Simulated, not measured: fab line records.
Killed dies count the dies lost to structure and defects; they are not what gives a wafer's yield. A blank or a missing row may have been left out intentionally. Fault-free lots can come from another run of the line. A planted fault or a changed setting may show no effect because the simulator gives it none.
Matching of chambers :: flow n5-finfet :: N5_BEOL_M8_STRIP_67 on rie-diel-03: 4 sister chambers
The step strips in CF4. 8 wafers are shown with their chamber, then 9 later ones without.

## WAFERS WITH THEIR CHAMBER
wafer: L075.3
chamber: 1
drypump-motor-current-A (A): 6.3
showerhead-plenum-p-Torr (Torr): 1.80

wafer: L082.4
chamber: 3
drypump-motor-current-A (A): 5.4
showerhead-plenum-p-Torr (Torr): 1.82

wafer: L084.2
chamber: 2
drypump-motor-current-A (A): 5.3
showerhead-plenum-p-Torr (Torr): 1.84

wafer: L087.3
chamber: 1
drypump-motor-current-A (A): 6.3
showerhead-plenum-p-Torr (Torr): 1.79

wafer: L087.5
chamber: 3
drypump-motor-current-A (A): 5.5
showerhead-plenum-p-Torr (Torr): 1.81

wafer: L091.1
chamber: 0
drypump-motor-current-A (A): 5.8
showerhead-plenum-p-Torr (Torr): 1.78

wafer: L091.2
chamber: 2
drypump-motor-current-A (A): 5.3
showerhead-plenum-p-Torr (Torr): 1.84

wafer: L091.6
chamber: 0
drypump-motor-current-A (A): 5.8
showerhead-plenum-p-Torr (Torr): 1.78

## WAFERS MISSING THEIR CHAMBER
wafer: L092.1
drypump-motor-current-A (A): 5.8
showerhead-plenum-p-Torr (Torr): 1.78

wafer: L092.4
drypump-motor-current-A (A): 5.4
showerhead-plenum-p-Torr (Torr): 1.81

wafer: L092.6
drypump-motor-current-A (A): 5.4
showerhead-plenum-p-Torr (Torr): 1.84

wafer: L095.4
drypump-motor-current-A (A): 5.4
showerhead-plenum-p-Torr (Torr): 1.84

wafer: L095.5
drypump-motor-current-A (A): 5.8
showerhead-plenum-p-Torr (Torr): 1.78

wafer: L095.6
drypump-motor-current-A (A): 6.3
showerhead-plenum-p-Torr (Torr): 1.79

wafer: L097.1
drypump-motor-current-A (A): 5.8
showerhead-plenum-p-Torr (Torr): 1.78

wafer: L097.4
drypump-motor-current-A (A): 5.3
showerhead-plenum-p-Torr (Torr): 1.84

wafer: L097.5
drypump-motor-current-A (A): 5.8
showerhead-plenum-p-Torr (Torr): 1.77

## WHICH CHAMBER EACH WENT THROUGH
wafer: L092.1
from the rows above: 0
in truth: 0

wafer: L092.4
from the rows above: 3
in truth: 3

wafer: L092.6
from the rows above: 2
in truth: 2

wafer: L095.4
from the rows above: 2
in truth: 2

wafer: L095.5
from the rows above: 0
in truth: 0

wafer: L095.6
from the rows above: 1
in truth: 1

wafer: L097.1
from the rows above: 0
in truth: 0

wafer: L097.4
from the rows above: 2
in truth: 2

wafer: L097.5
from the rows above: 0
in truth: 0
9 of 9 placed correctly. Can't be placed from these rows: 0. 0 placed wrongly.
How it was worked out, from the rows above alone: a wafer's distance from a chamber is the root of the sum, over the readings, of the square of ((its reading less the chamber's mean) divided by the reading's scatter). If the next closest chamber is less than 2 further off than the closest, the wafer can't be placed; otherwise it belongs to the closest. A chamber's mean is the mean of its shown wafers. The scatter is the square root of a quotient: the sum, over the shown wafers, of each reading's squared deviation from its chamber's mean, divided by wafers minus chambers.
